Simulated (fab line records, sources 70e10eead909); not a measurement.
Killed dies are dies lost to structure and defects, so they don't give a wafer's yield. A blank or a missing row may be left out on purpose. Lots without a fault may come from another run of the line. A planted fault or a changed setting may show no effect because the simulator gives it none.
fab line records | flow nand_harc
record lots=5 wafers=15 last_day=33
route steps=1302 shown A_CONTACT@1092 A_BLC@1107
lots that met no fault: from a run of the same line without faults
start_h: hours from the record's first day to the start of the lot's first wafer shown | wait_h: hours since the lot's step before | " the same as in the row above | L1.1+2: a row that stands for several wafers | - no value, or no start given | * or withheld: withheld | < > ~ a bound
route shown NAME@n: a module of which the file shows steps, and the number in the route of the first | usual: mean/standard deviation of fault-free wafers | same: alike in all rows | chamber/n: place in a boat | sites: the reading at each site | _std_site: their standard deviation | _edge_site: outer sites' mean less inner sites' | radius_mm: how far each site lies from the wafer's centre | mask NAME#n: copy n | behind: the tool/chamber that last shaped the wafer | hold: why the lot was held/for how many hours/how that ended | device: the transistor (n, p or np) that didn't switch | end of line: the same wafers' tests at the end of the route | a step without rows: its recipe alone | killed: dies lost to structure and defects at the first sort, not the wafer's yield | map: a wafer's dies, x killed, . not, _ none there
set.NAME: the setting as run; set.NAME@STEP: as run at that earlier step | model.NAME: the simulator's own value behind a step, which no gauge read
lots at some steps of the route; a table a step, a row a wafer
services: from which hour (start_h, from the record's first day; less than 0 if before it) a tool's chamber was out of use, for how many hours, and why
## steps
# step NHARC_A_CONTACT_ETCH_92
# recipe target_depth_a=400 over_etch_frac=0.5 time_s=85.7 ion_energy_ev=120 ch3f_flow_sccm=50 o2_flow_sccm=30 ar_flow_sccm=200 rf_w=500 bias_w=100 chemistry=CH3F/O2
# usual drypump_motor_current_A=5.6/0.51 oes_product_au=0.95/0.035 rf_vpp_V=244.7/2 showerhead_plenum_p_Torr=2.48/0.13 throttle_valve_pct=20.663/0.0093
# columns lot.wafer tool chamber start_h wait_h drypump_motor_current_A oes_product_au rf_hours_counter_h rf_vpp_V showerhead_plenum_p_Torr throttle_valve_pct
L076.1 rie_diel-04 1 547.13 0.5 5.6 0.93 1 245.3 2.60 20.678
L076.4 " 3 " " 6.3 0.95 1 241.8 2.28 20.666
L076.5 " 0 " " 4.9 0.93 - 246.8 2.59 20.675
L078.2 rie_diel-04 0 561.54 0.5 4.9 0.95 4 244.7 2.59 20.672
L078.4 " 2 " " 5.7 0.93 3 244.0 2.40 20.662
L078.5 " 3 " " 6.3 0.95 - 240.8 2.28 20.676
L083.4 rie_diel-11 1 608.74 0.4 5.4 0.92 59 244.0 2.50 20.650
L083.1 " 2 " " 6.4 0.93 62 245.9 2.63 20.666
L083.2 " 3 " " 5.4 0.94 61 240.5 2.29 20.677
L094.4 rie_diel-04 2 705.80 0.4 5.6 0.99 27 243.0 2.39 20.661
L094.6 " 0 " " 4.9 1.00 - 246.0 2.58 20.662
L094.5 " 1 " " 5.6 0.99 - 245.1 2.59 20.665
L097.2 rie_diel-08 2 739.42 0.5 6.3 1.00 2 244.1 2.42 20.661
L097.5 " 0 " " 4.9 1.00 - 244.9 2.59 20.662
L097.6 " 1 " " 5.7 1.00 - 247.8 2.64 20.656
# step NHARC_A_CONTACT_ETCH_98
# recipe target_depth_a=200 over_etch_frac=0.5 time_s=10 ion_energy_ev=250 c4f6_flow_sccm=25 o2_flow_sccm=20 ar_flow_sccm=500 rf_w=600 bias_w=500 chemistry=C4F6/O2
# usual drypump_motor_current_A=5.7/0.51 oes_product_au=0.963/0.028 rf_vpp_V=547/4.3 showerhead_plenum_p_Torr=3.95/0.2 throttle_valve_pct=26.904/0.0091
# columns lot.wafer tool chamber start_h wait_h drypump_motor_current_A oes_product_au rf_hours_counter_h rf_vpp_V showerhead_plenum_p_Torr throttle_valve_pct
L076.4 rie_diel-04 1 - - 5.6 0.946 1 551 4.14 26.909
L076.1 " 3 " " 6.3 0.959 1 539 3.65 26.907
L076.5 " 1 " " 5.7 0.959 - 551 4.13 26.918
L078.4 rie_diel-04 2 - - 5.7 0.936 3 545 3.83 26.899
L078.2 " 1 " " 5.6 0.933 4 553 4.13 26.891
L078.5 " 3 " " 6.3 0.950 - 540 3.65 26.894
L083.1 rie_diel-11 2 - - 6.4 0.952 62 553 4.19 26.913
L083.2 " 3 " " 5.4 0.927 61 541 3.68 26.903
L083.4 " 0 " " 5.5 0.937 55 543 3.83 26.909
L094.4 rie_diel-04 1 - - 5.6 1.007 30 549 4.12 26.902
L094.5 " 1 " " 5.7 1.008 - 549 4.12 26.920
L094.6 " 2 " " 5.6 0.999 - 546 3.81 26.892
L097.2 rie_diel-08 1 - - 5.7 1.009 1 553 4.20 26.892
L097.6 " 0 " " 4.8 1.005 - 552 4.12 26.893
L097.5 " 1 " " 5.7 0.991 - 553 4.20 26.903
# step NHARC_A_CONTACT_CD_MEAS_15
# usual cd_nm=190.1/0.47
# columns lot.wafer tool chamber start_h wait_h cd_nm
L076.1 cd_sem-03 - 547.33 - 190.6
L076.4 " - " " 190.7
L076.5 " - " " 190.5
L078.2 cd_sem-03 - 561.75 - 190.0
L078.4 " - " " 190.5
L078.5 " - " " 190.3
L083.1 cd_sem-02 - 608.95 - 190.0
L083.2 " - " " 189.9
L083.4 " - " " 190.2
L094.4 cd_sem-01 - 706.00 - 189.9
L094.5 " - " " 190.1
L094.6 " - " " 189.7
L097.2 cd_sem-03 - 739.61 - 189.9
L097.5 " - " " 189.9
L097.6 " - " " 189.4
# step NHARC_A_CONTACT_STRIP_107
# recipe n2_flow_sccm=150 h2_flow_sccm=150 ar_flow_sccm=0 bias_w=0 chemistry=N2/H2
# columns lot.wafer tool chamber start_h wait_h
L076.1+4+5 rie_diel-11 1,0,2 547.41 0.1
L078.4+2+5 rie_diel-11 1,2,2 561.82 0.1
L083.4+1+2 rie_diel-04 3,0,2 609.03 0.1
L094.4+5+6 rie_diel-04 1,0,1 706.07 0.1
L097.2+5+6 rie_diel-08 1,3,0 739.70 0.1
# step NHARC_A_CONTACT_STRIP_108
# recipe cf4_flow_sccm=100 chf3_flow_sccm=30 ar_flow_sccm=0 bias_w=0 chemistry=CF4/CHF3
# columns lot.wafer tool chamber start_h wait_h
L076.1+4+5 rie_diel-11 2,3,1 547.51 0.1
L078.4+2+5 rie_diel-11 3,1,2 561.92 0.1
L083.4+2+1 rie_diel-04 3,0,1 609.12 0.1
L094.4+6+5 rie_diel-04 1,3,0 706.16 0.1
L097.2+5+6 rie_diel-08 3,2,3 739.78 0.1
# step NHARC_A_CONTACT_STRIP_109
# recipe o2_flow_sccm=400 cos_flow_sccm=20 ar_flow_sccm=0 bias_w=0 chemistry=O2/COS
# columns lot.wafer tool chamber start_h wait_h
L076.1+4+5 rie_diel-11 3,0,2 547.57 0.1
L078.4+2+5 rie_diel-11 3,0,2 561.98 0.1
L083.2+1+4 rie_diel-04 2,0,1 609.19 0.1
L094.4+6+5 rie_diel-04 3,2,3 706.22 0.1
L097.2+5+6 rie_diel-08 2,1,2 739.84 0.1
# step NHARC_A_CONTACT_ETCH_110
# recipe target_depth_a=600 overetch_a=60 time_s=33 ion_energy_ev=100 cf4_flow_sccm=80 o2_flow_sccm=20 ar_flow_sccm=0 rf_w=300 bias_w=100 chemistry=CF4/O2
# usual drypump_motor_current_A=5.6/0.48 oes_product_au=0.997/0.0074 rf_vpp_V=197.8/1.7 showerhead_plenum_p_Torr=1.34/0.074 throttle_valve_pct=13.398/0.0086
# columns lot.wafer tool chamber start_h wait_h drypump_motor_current_A oes_product_au rf_hours_counter_h rf_vpp_V showerhead_plenum_p_Torr throttle_valve_pct
L076.4 rie_diel-11 2 547.63 0.1 6.4 0.998 37 200.2 1.44 13.407
L076.1 " 0 " " 5.5 0.995 35 198.2 1.30 13.412
L076.5 " 2 " " 6.4 1.013 - 200.2 1.44 13.401
L078.4 rie_diel-11 1 562.04 0.1 5.4 1.008 41 198.6 1.36 13.413
L078.2 " 3 " " 5.3 0.996 43 196.7 1.25 13.385
L078.5 " 2 " " 6.4 0.997 - 199.8 1.44 13.396
L083.1 rie_diel-04 0 609.25 0.1 4.9 0.990 13 198.3 1.40 13.402
L083.2 " 1 " " 5.6 0.996 13 199.2 1.41 13.401
L083.4 " 3 " " 6.3 1.007 12 196.9 1.23 13.399
L094.4 rie_diel-04 3 706.28 0.1 6.3 1.004 28 196.0 1.23 13.391
L094.5 " 3 " " 6.3 0.993 - 195.2 1.23 13.397
L094.6 " 0 " " 4.9 0.987 - 199.7 1.40 13.406
L097.2 rie_diel-08 0 739.91 0.1 4.9 1.003 1 200.1 1.41 13.389
L097.5 " 2 " " 6.3 1.000 - 198.0 1.31 13.400
L097.6 " 3 " " 5.9 0.994 - 195.2 1.24 13.392
# step NHARC_A_CONTACT_STRIP_26
# recipe o2_flow_sccm=500 ar_flow_sccm=0 bias_w=0 chemistry=O2
# usual drypump_motor_current_A=5.6/0.51 oes_product_au=0.998/0.0082 rf_vpp_V=57.8/0.89 showerhead_plenum_p_Torr=3.55/0.19 throttle_valve_pct=17.036/0.0091
# columns lot.wafer tool chamber start_h wait_h drypump_motor_current_A oes_product_au rf_hours_counter_h rf_vpp_V showerhead_plenum_p_Torr throttle_valve_pct
L076.1 rie_diel-11 1 - - 5.4 1.009 36 59.1 3.60 17.033
L076.4 " 3 " " 5.4 0.998 39 57.2 3.31 17.031
L076.5 " 1 " " 5.4 1.015 - 57.3 3.60 17.028
L078.4 rie_diel-11 2 - - 6.4 1.010 41 58.9 3.78 17.036
L078.2 " 0 " " 5.6 1.010 40 57.7 3.45 17.040
L078.5 " 3 " " 5.4 0.992 - 57.2 3.31 17.026
L083.2 rie_diel-04 3 - - 6.3 0.994 12 58.0 3.27 17.042
L083.1 " 1 " " 5.6 0.994 13 59.1 3.72 17.031
L083.4 " 2 " " 5.6 0.993 11 56.9 3.44 17.068
L094.4 rie_diel-04 3 - - 6.3 0.997 28 57.2 3.27 17.038
L094.6 " 1 " " 5.6 0.995 - 57.2 3.71 17.034
L094.5 " 2 " " 5.7 0.993 - 58.6 3.43 17.030
L097.2 rie_diel-08 3 - - 5.9 1.011 2 57.3 3.29 17.042
L097.5 " 3 " " 5.9 1.006 - 56.5 3.29 17.036
L097.6 " 0 " " 4.8 0.994 - 57.9 3.71 17.030
# step NHARC_A_CONTACT_STRIP_27
# recipe time_s=600 temp_c=30 chemistry=post_etch_residue_remover
# columns lot.wafer tool chamber start_h wait_h
L076.4+1+5 wet_bench-09 2,4,5 548.03 -
L078.4+5+2 wet_bench-09 0,3,4 562.43 -
L083.2+1+4 wet_bench-09 3,5,7 609.63 -
L094.4+5+6 wet_bench-02 1,2,4 706.67 -
L097.2+6+5 wet_bench-06 3,4,6 740.30 -
# step NHARC_A_CONTACT_ALD_18
# recipe target_thk_a=30 pulse_time_s=1 ald_cycles=150 temp_c=450 material=TiN
# usual heater_power_w=1074/120 precursor_pulse_height_rel=0.997/0.021
# columns lot.wafer tool chamber start_h wait_h heater_power_w precursor_pulse_height_rel
L076.4 ald_metal-01 2 548.29 - 1017 0.940
L076.1 " 3 " " 1071 1.013
L076.5 " 3 " " 1068 0.962
L078.2 ald_metal-04 3 562.69 - 955 1.005
L078.4 " 2 " " 1224 0.963
L078.5 " 3 " " 931 0.982
L083.2 ald_metal-03 2 609.90 - 1215 1.001
L083.1 " 3 " " 858 0.991
L083.4 " 2 " " 1226 0.984
L094.4 ald_metal-03 0 706.99 - 1154 0.977
L094.5 " 1 " " 1002 0.974
L094.6 " 2 " " 1204 0.993
L097.2 ald_metal-03 1 740.56 - 975 1.018
L097.5 " 1 " " 999 1.015
L097.6 " 2 " " 1234 1.006
# step NHARC_A_CONTACT_CVD_19
# recipe target_thk_a=3000 temp_c=300 pressure_torr=40 wf6_flow_sccm=40 h2_flow_sccm=1600 ar_flow_sccm=1560 time_s=802 material=W
# usual heater_power_w=430/14 throttle_valve_pct=7.9/0.33
# columns lot.wafer tool chamber start_h wait_h heater_power_w throttle_valve_pct
L076.1 cvd_w-02 0 - - 424 7.7
L076.4 " 1 " " 422 7.8
L076.5 " 1 " " 427 7.7
L078.2 cvd_w-02 1 - - 413 7.5
L078.4 " 1 " " 429 7.5
L078.5 " 0 " " 407 7.8
L083.1 cvd_w-02 0 - - 406 7.9
L083.2 " 1 " " 421 7.4
L083.4 " 0 " " 408 7.7
L094.4 cvd_w-01 1 - - 453 8.4
L094.5 " 0 " " 430 8.1
L094.6 " 1 " " 444 8.4
L097.2 cvd_w-02 1 - - 437 8.0
L097.6 " 1 " " 443 7.9
L097.5 " 0 " " 426 7.7
# step NHARC_A_CONTACT_CMP_20
# recipe t_overpolish_s=30 target_thk_nm=300
# usual motor_current_A=12.3/0.77 overpolish_run_s=29.999/0.0083 slurry_flow_ml_min=150.0/0.43 time_to_endpoint_s=60.0/2.7
# columns lot.wafer tool chamber start_h wait_h motor_current_A overpolish_run_s slurry_flow_ml_min time_to_endpoint_s
L076.1 cmp-02 3 549.38 0.6 12.2 29.995 149.6 60.6
L076.4 " 0 " " 12.1 30.003 150.5 59.0
L076.5 " 3 " " 13.2 29.993 149.7 59.6
L078.4 cmp-02 0 563.81 0.4 12.6 29.987 150.4 59.6
L078.2 " 1 " " 12.5 30.005 150.0 59.5
L078.5 " 3 " " 13.3 30.010 151.0 59.4
L083.1 cmp-04 3 611.05 0.8 11.7 29.999 149.3 59.4
L083.2 " 0 " " 13.5 29.991 149.9 58.7
L083.4 " 1 " " 12.5 29.989 149.4 58.2
L094.4 cmp-02 2 708.01 0.4 12.4 29.997 149.8 63.1
L094.6 " 2 " " 11.8 30.019 150.2 61.4
L094.5 " 3 " " 13.5 30.000 149.9 63.3
L097.2 cmp-04 3 741.67 0.8 12.0 29.993 149.7 61.8
L097.6 " 2 " " 11.7 30.016 150.0 59.5
L097.5 " 3 " " 12.6 29.996 149.2 60.9
# step NHARC_A_CONTACT_SRD_22
# columns lot.wafer tool chamber start_h wait_h
L076.1+5+4 wet_bench-09 0,1,2 549.71 0.1
L078.5+2+4 wet_bench-02 7,0,2 564.10 0.0
L083.2+1+4 wet_bench-02 3,4,5 611.35 0.0
L094.4+5+6 wet_bench-02 1,2,3 708.34 0.0
L097.5+2+6 wet_bench-09 5,7,2 741.97 0.0
# step NHARC_A_CONTACT_INSPECT_23
# usual raw_defect_count=536/140
# columns lot.wafer tool chamber start_h wait_h raw_defect_count
L076.1 defect_inspect-01 - 549.78 0.1 777
L076.4 " - " " 494
L076.5 " - " " 530
L078.2 defect_inspect-01 - 564.19 0.1 405
L078.4 " - " " 503
L078.5 " - " " 560
L083.1 defect_inspect-02 - 611.42 0.1 558
L083.2 " - " " 687
L083.4 " - " " 746
L094.4 defect_inspect-01 - 708.42 0.1 556
L094.5 " - " " 684
L094.6 " - " " 404
L097.2 defect_inspect-01 - 742.05 0.1 469
L097.5 " - " " 538
L097.6 " - " " 628
# step NHARC_A_BLC_DEHYDRATE_00
# recipe temp_c=150 time_s=120
# columns lot.wafer tool chamber start_h wait_h
L076.1+4+5 litho_track-01 0 549.84 0.1
L078.2+4+5 litho_track-01 0 564.25 0.1
L083.1+2+4 litho_track-04 0 611.48 0.1
L094.4+5+6 litho_track-04 0 708.48 0.1
L097.2+5+6 litho_track-04 0 742.10 0.1
# step NHARC_A_BLC_HMDS_01
# recipe time_s=30
# columns lot.wafer tool chamber start_h wait_h
L076.1+4+5 litho_track-01 0 - -
L078.2+4+5 litho_track-01 0 - -
L083.1+2+4 litho_track-04 0 - -
L094.4+5+6 litho_track-04 0 - -
L097.2+5+6 litho_track-04 0 - -
# step NHARC_A_BLC_COAT_02
# recipe temp_c=260 time_s=75
# columns lot.wafer tool chamber start_h wait_h
L076.1+4+5 litho_track-01 0 - -
L078.2+4+5 litho_track-01 0 - -
L083.1+2+4 litho_track-04 0 - -
L094.4+5+6 litho_track-04 0 - -
L097.2+5+6 litho_track-04 0 - -
# step NHARC_A_BLC_COAT_03
# recipe temp_c=225 time_s=65
# columns lot.wafer tool chamber start_h wait_h
L076.1+4+5 litho_track-01 0 - -
L078.2+4+5 litho_track-01 0 - -
L083.1+2+4 litho_track-04 0 - -
L094.4+5+6 litho_track-04 0 - -
L097.2+5+6 litho_track-04 0 - -
# step NHARC_A_BLC_COAT_04
# recipe spin_rpm=1500 resist_thk_nm=90
# columns lot.wafer tool chamber start_h wait_h
L076.1+4+5 litho_track-01 0 - -
L078.2+4+5 litho_track-01 0 - -
L083.1+2+4 litho_track-04 0 - -
L094.4+5+6 litho_track-04 0 - -
L097.2+5+6 litho_track-04 0 - -
# step NHARC_A_BLC_SOFTBAKE_05
# recipe temp_c=105 time_s=55
# columns lot.wafer tool chamber start_h wait_h
L076.1+4+5 litho_track-01 0 - -
L078.2+4+5 litho_track-01 0 - -
L083.1+2+4 litho_track-04 0 - -
L094.4+5+6 litho_track-04 0 - -
L097.2+5+6 litho_track-04 0 - -
# step NHARC_A_BLC_EBR_06
# columns lot.wafer tool chamber start_h wait_h
L076.1+4+5 litho_track-01 0 - -
L078.2+4+5 litho_track-01 0 - -
L083.1+2+4 litho_track-04 0 - -
L094.4+5+6 litho_track-04 0 - -
L097.2+5+6 litho_track-04 0 - -
# step NHARC_A_BLC_EXPOSE_07
# recipe na=1.35 target_cd_nm=100 dose_mj=67.97 mask_id=A_BLC
# usual stage_vel_mm_s=499.97/0.26
# columns lot.wafer tool chamber start_h wait_h mask stage_vel_mm_s
L076.1 arfi_scanner-01 0 550.15 - A_BLC#0 499.42
L076.4 " 0 " " A_BLC#0 500.01
L076.5 " 0 " " A_BLC#0 499.88
L078.2 arfi_scanner-01 0 564.43 - A_BLC#0 499.15
L078.4 " 0 " " A_BLC#0 499.49
L078.5 " 0 " " A_BLC#0 499.71
L083.1 arfi_scanner-02 0 611.79 - A_BLC#0 499.99
L083.2 " 0 " " A_BLC#0 500.15
L083.4 " 0 " " A_BLC#0 499.71
L094.4 arfi_scanner-01 0 708.80 - A_BLC#0 500.01
L094.5 " 0 " " A_BLC#0 500.46
L094.6 " 0 " " A_BLC#0 500.52
L097.2 arfi_scanner-03 0 742.42 - A_BLC#0 500.05
L097.5 " 0 " " A_BLC#0 500.19
L097.6 " 0 " " A_BLC#0 500.13
# step NHARC_A_BLC_PEB_08
# recipe peb_temp_c=100 peb_time_s=65
# columns lot.wafer tool chamber start_h wait_h
L076.1+4+5 litho_track-06 0 550.20 0.1
L078.2+4+5 litho_track-06 0 564.49 0.1
L083.1+2+4 litho_track-06 0 611.85 0.1
L094.4+5+6 litho_track-01 0 708.85 0.0
L097.2+5+6 litho_track-01 0 742.48 0.1
# step NHARC_A_BLC_DEVELOP_09
# recipe develop_time_s=35 dev_temp_c=23
# columns lot.wafer tool chamber start_h wait_h
L076.1+4+5 litho_track-06 0 - -
L078.2+4+5 litho_track-06 0 - -
L083.1+2+4 litho_track-06 0 - -
L094.4+5+6 litho_track-01 0 - -
L097.2+5+6 litho_track-01 0 - -
# step NHARC_A_BLC_CD_MEAS_10
# recipe target_cd_nm=100 landing_energy_ev=500
# usual cd_nm=100.1/0.54
# columns lot.wafer tool chamber start_h wait_h cd_nm
L076.1 cd_sem-01 0 550.28 - 99.6
L076.4 " 0 " " 100.6
L076.5 " 0 " " 100.0
L078.2 cd_sem-02 0 564.57 - 100.8
L078.4 " 0 " " 100.2
L078.5 " 0 " " 100.9
L083.1 cd_sem-03 0 611.93 - 99.9
L083.2 " 0 " " 100.6
L083.4 " 0 " " 100.2
L094.4 cd_sem-03 0 708.93 - 99.9
L094.5 " 0 " " 100.5
L094.6 " 0 " " 100.1
L097.2 cd_sem-03 0 742.56 - 99.7
L097.5 " 0 " " 100.0
L097.6 " 0 " " 100.0
# step NHARC_A_BLC_OVL_MEAS_11
# usual overlay_x_nm=0.2/0.87 overlay_y_nm=-0.1/0.84
# columns lot.wafer tool chamber start_h wait_h overlay_x_nm overlay_y_nm
L076.1 overlay-01 - 550.37 - 1.1 0.5
L076.4 " - " " 1.1 0.2
L076.5 " - " " 0.9 0.1
L078.2 overlay-02 - 564.66 - 1.5 -0.6
L078.4 " - " " 1.1 -0.4
L078.5 " - " " 1.0 -0.7
L083.1 overlay-02 - 612.02 - -0.8 0.0
L083.2 " - " " -0.4 0.1
L083.4 " - " " -0.4 0.2
L094.4 overlay-02 - 709.01 - -0.4 0.6
L094.5 " - " " -0.1 0.1
L094.6 " - " " 0.3 0.7
L097.2 overlay-02 - 742.64 - 1.0 -0.6
L097.5 " - " " 0.8 -0.2
L097.6 " - " " 1.2 -0.6
# step NHARC_A_BLC_INSPECT_12
# usual raw_defect_count=90/35
# columns lot.wafer tool chamber start_h wait_h raw_defect_count
L076.1 defect_inspect-02 - 550.41 0.0 158
L076.4 " - " " 162
L076.5 " - " " 173
L078.2 defect_inspect-02 - 564.69 0.0 66
L078.4 " - " " 70
L078.5 " - " " 60
L083.1 defect_inspect-02 - 612.06 0.0 89
L083.2 " - " " 94
L083.4 " - " " 98
L094.4 defect_inspect-02 - 709.05 0.0 66
L094.5 " - " " 75
L094.6 " - " " 66
L097.2 defect_inspect-02 - 742.68 0.0 82
L097.5 " - " " 83
L097.6 " - " " 84
# step NHARC_A_BLC_DESCUM_15
# recipe time_s=3 o2_flow_sccm=200 ar_flow_sccm=0 bias_power_w=0 chemistry=O2
# usual drypump_motor_current_A=5.9/0.53 oes_product_au=1.000/0.007 rf_vpp_V=57.7/1 showerhead_plenum_p_Torr=1.89/0.094 throttle_valve_pct=11.311/0.01
# columns lot.wafer tool chamber start_h wait_h drypump_motor_current_A oes_product_au rf_hours_counter_h rf_vpp_V showerhead_plenum_p_Torr throttle_valve_pct
L076.1 rie_diel-02 0 550.49 0.1 4.9 0.997 10 57.6 1.78 11.309
L076.4 " 1 " " 6.4 0.999 10 57.7 1.90 11.324
L076.5 " 2 " " 5.3 1.004 - 57.1 1.81 11.308
L078.4 rie_diel-02 1 564.75 0.1 6.4 0.994 12 58.5 1.90 11.323
L078.2 " 2 " " 5.3 1.002 13 56.3 1.81 11.331
L078.5 " 1 " " 6.4 1.004 - 56.4 1.90 11.308
L083.4 rie_diel-05 1 612.13 0.1 6.7 0.995 2 57.6 1.92 11.315
L083.1 " 2 " " 6.1 1.006 2 56.7 1.80 11.301
L083.2 " 3 " " 5.7 0.996 2 55.7 1.82 11.325
L094.4 rie_diel-02 2 709.13 0.1 5.3 0.984 13 56.7 1.80 11.306
L094.6 " 3 " " 5.9 0.993 - 59.1 1.97 11.308
L094.5 " 0 " " 4.8 0.991 - 56.9 1.77 11.308
L097.2 rie_diel-05 2 742.76 0.1 6.1 0.996 12 58.1 1.80 11.315
L097.5 " 0 " " 6.0 0.992 - 56.8 2.05 11.301
L097.6 " 1 " " 6.8 0.988 - 57.9 1.92 11.306
# step NHARC_A_BLC_ETCH_16
# recipe target_depth_a=390 over_etch_frac=0.3 time_s=65 ion_energy_ev=80 cf4_flow_sccm=150 ar_flow_sccm=0 rf_w=300 bias_w=100 chemistry=CF4
# usual drypump_motor_current_A=5.9/0.53 oes_product_au=1.000/0.0063 rf_vpp_V=150.8/1.3 showerhead_plenum_p_Torr=1.74/0.078 throttle_valve_pct=13.283/0.0095
# columns lot.wafer tool chamber start_h wait_h drypump_motor_current_A oes_product_au rf_hours_counter_h rf_vpp_V showerhead_plenum_p_Torr throttle_valve_pct
L076.4 rie_diel-02 2 550.56 0.1 5.2 1.000 11 150.6 1.68 13.291
L076.1 " 0 " " 4.9 1.003 10 149.2 1.65 13.286
L076.5 " 2 " " 5.3 1.006 - 148.8 1.68 13.288
L078.2 rie_diel-02 3 564.85 0.1 5.9 0.995 12 151.9 1.82 13.275
L078.4 " 0 " " 4.8 1.004 11 151.2 1.65 13.291
L078.5 " 1 " " 6.4 0.999 - 150.9 1.76 13.277
L083.2 rie_diel-05 1 612.20 0.1 6.8 0.997 2 152.3 1.78 13.261
L083.1 " 3 " " 5.7 1.005 2 148.6 1.69 13.269
L083.4 " 0 " " 6.1 1.003 2 152.1 1.89 13.286
L094.4 rie_diel-02 2 709.20 0.1 5.3 1.002 13 149.5 1.67 13.271
L094.5 " 1 " " 6.4 1.003 - 151.0 1.76 13.264
L094.6 " 2 " " 5.3 0.999 - 149.9 1.67 13.283
L097.2 rie_diel-05 2 742.84 0.1 6.1 1.008 12 150.2 1.67 13.272
L097.6 " 3 " " 5.7 1.008 - 149.9 1.68 13.291
L097.5 " 0 " " 6.1 0.989 - 152.1 1.88 13.281
# step NHARC_A_BLC_ETCH_17
# recipe target_depth_a=3900 over_etch_frac=0.25 time_s=609.38 ion_energy_ev=200 n2_flow_sccm=150 h2_flow_sccm=150 ar_flow_sccm=0 rf_w=400 bias_w=150 chemistry=N2/H2
# usual drypump_motor_current_A=5.9/0.53 oes_product_au=1.000/0.0064 rf_vpp_V=429.6/3 showerhead_plenum_p_Torr=2.00/0.1 throttle_valve_pct=14.171/0.0096
# columns lot.wafer tool chamber start_h wait_h drypump_motor_current_A oes_product_au rf_hours_counter_h rf_vpp_V showerhead_plenum_p_Torr throttle_valve_pct
L076.4 rie_diel-02 2 - - 5.3 0.999 11 426.2 1.92 14.173
L076.1 " 1 " " 6.4 0.994 10 430.3 2.03 14.182
L076.5 " 2 " " 5.2 0.999 - 427.3 1.92 14.183
L078.4 rie_diel-02 2 - - 5.2 0.998 13 425.3 1.92 14.166
L078.2 " 3 " " 5.9 0.997 12 432.7 2.10 14.169
L078.5 " 2 " " 5.3 1.011 - 428.9 1.92 14.189
L083.4 rie_diel-05 3 - - 5.7 1.003 2 426.0 1.93 14.181
L083.2 " 0 " " 6.1 0.999 2 435.5 2.19 14.169
L083.1 " 1 " " 6.8 1.012 2 430.1 2.05 14.170
L094.4 rie_diel-02 1 - - 6.4 0.994 13 430.5 2.02 14.166
L094.6 " 2 " " 5.3 0.996 - 427.2 1.92 14.178
L094.5 " 3 " " 5.8 0.989 - 430.2 2.10 14.163
L097.2 rie_diel-05 1 - - 6.7 0.991 11 430.7 2.05 14.179
L097.5 " 2 " " 6.1 0.995 - 426.1 1.91 14.153
L097.6 " 3 " " 5.8 0.997 - 427.2 1.93 14.185
# step NHARC_A_BLC_ETCH_18
# recipe target_depth_a=9100 c4f8_flow_sccm=20 o2_flow_sccm=10 ar_flow_sccm=withheld rf_w=600 bias_w=1500 chemistry=C4F8/O2/Ar
# usual oes_product_au=0.956/0.02 rf_vpp_V=976/6.6
# columns lot.wafer tool chamber start_h wait_h oes_product_au rf_hours_counter_h rf_vpp_V
L076.4 rie_diel-02 3 - - 0.913 11 983
L076.1 " 0 " " 0.926 10 969
L076.5 " 3 " " 0.914 - 983
L078.4 rie_diel-02 0 - - 0.968 11 969
L078.2 " 2 " " 0.953 13 970
L078.5 " 0 " " 0.967 - 968
L083.1 rie_diel-05 3 - - 0.973 2 973
L083.2 " 0 " " 0.965 2 986
L083.4 " 1 " " 0.966 2 978
L094.4 rie_diel-02 1 - - 0.968 13 977
L094.6 " 0 " " 0.951 - 968
L094.5 " 1 " " 0.972 - 977
L097.2 rie_diel-05 1 - - 0.951 11 977
L097.5 " 3 " " 0.962 - 972
L097.6 " 0 " " 0.952 - 988
# step NHARC_A_BLC_CD_MEAS_19
# usual cd_nm=99.8/1.5
# columns lot.wafer tool chamber start_h wait_h cd_nm
L076.1 cd_sem-01 - 551.44 - 101.3
L076.4 " - " " 100.0
L076.5 " - " " 99.3
L078.2 cd_sem-03 - 565.72 - 100.9
L078.4 " - " " 100.1
L078.5 " - " " 99.9
L083.1 cd_sem-02 - 613.09 - 99.1
L083.2 " - " " 98.5
L083.4 " - " " 99.1
L094.4 cd_sem-02 - 710.09 - 101.3
L094.5 " - " " 100.2
L094.6 " - " " 98.8
L097.2 cd_sem-03 - 743.72 - 98.1
L097.5 " - " " 99.6
L097.6 " - " " 100.0
# step NHARC_A_BLC_STRIP_29
# recipe cf4_flow_sccm=150 ar_flow_sccm=0 bias_w=0 chemistry=CF4
# usual drypump_motor_current_A=5.9/0.52 oes_product_au=0.998/0.0076 rf_vpp_V=59.3/0.96 showerhead_plenum_p_Torr=1.75/0.081 throttle_valve_pct=13.283/0.0091
# columns lot.wafer tool chamber start_h wait_h drypump_motor_current_A oes_product_au rf_hours_counter_h rf_vpp_V showerhead_plenum_p_Torr throttle_valve_pct
L076.1 rie_diel-05 1 551.53 0.1 6.8 0.997 8 59.0 1.78 13.279
L076.4 " 2 " " 6.1 1.005 9 58.5 1.67 13.278
L076.5 " 3 " " 5.7 0.999 - 58.1 1.69 13.270
L078.4 rie_diel-05 1 565.80 0.1 6.8 1.000 10 59.4 1.78 13.265
L078.2 " 2 " " 6.1 1.002 10 58.8 1.67 13.284
L078.5 " 1 " " 6.8 0.992 - 58.2 1.78 13.275
L083.4 rie_diel-02 1 613.17 0.1 6.4 1.000 4 59.0 1.76 13.298
L083.2 " 2 " " 5.3 0.997 5 58.1 1.67 13.286
L083.1 " 3 " " 5.8 0.989 5 60.2 1.82 13.283
L094.4 rie_diel-12 3 710.18 0.1 6.2 0.985 23 59.1 1.71 13.275
L094.6 " 1 " " 5.4 0.990 - 60.3 1.87 13.284
L094.5 " 2 " " 6.3 1.005 - 57.7 1.66 13.269
L097.2 rie_diel-12 0 743.83 0.1 5.7 0.990 36 60.3 1.80 13.284
L097.6 " 1 " " 5.4 0.988 - 57.9 1.87 13.301
L097.5 " 2 " " 6.3 0.996 - 58.1 1.66 13.290
## services
# columns tool chamber start_h hours kind
rie_diel-04 2 526.42 5.9 repair
litho_track-06 - 529.00 7.0 pm
rie_diel-04 - 531.96 9.0 pm
rie_diel-02 - 532.15 0.4 repair
rie_diel-08 - 547.64 9.0 pm
litho_track-04 - 553.00 7.0 pm
rie_diel-04 2 566.36 3.8 repair
rie_diel-04 - 569.09 5.3 repair
rie_diel-02 - 570.70 9.0 pm
rie_diel-04 3 575.41 3.6 repair
rie_diel-05 - 583.87 9.0 pm
rie_diel-04 - 601.30 0.3 repair
rie_diel-11 - 602.99 0.5 repair
rie_diel-11 - 611.40 9.0 pm
rie_diel-04 1 637.52 5.0 repair
rie_diel-08 1 649.11 6.7 repair
rie_diel-05 0 651.53 7.3 repair
litho_track-01 - 680.00 7.0 pm
rie_diel-02 3 694.85 10.0 repair
rie_diel-05 1 702.89 3.8 repair
rie_diel-04 - 708.96 9.0 pm
rie_diel-05 0 709.48 2.7 repair
rie_diel-08 - 724.64 9.0 pm
litho_track-04 - 728.00 7.0 pm
## key
fault none
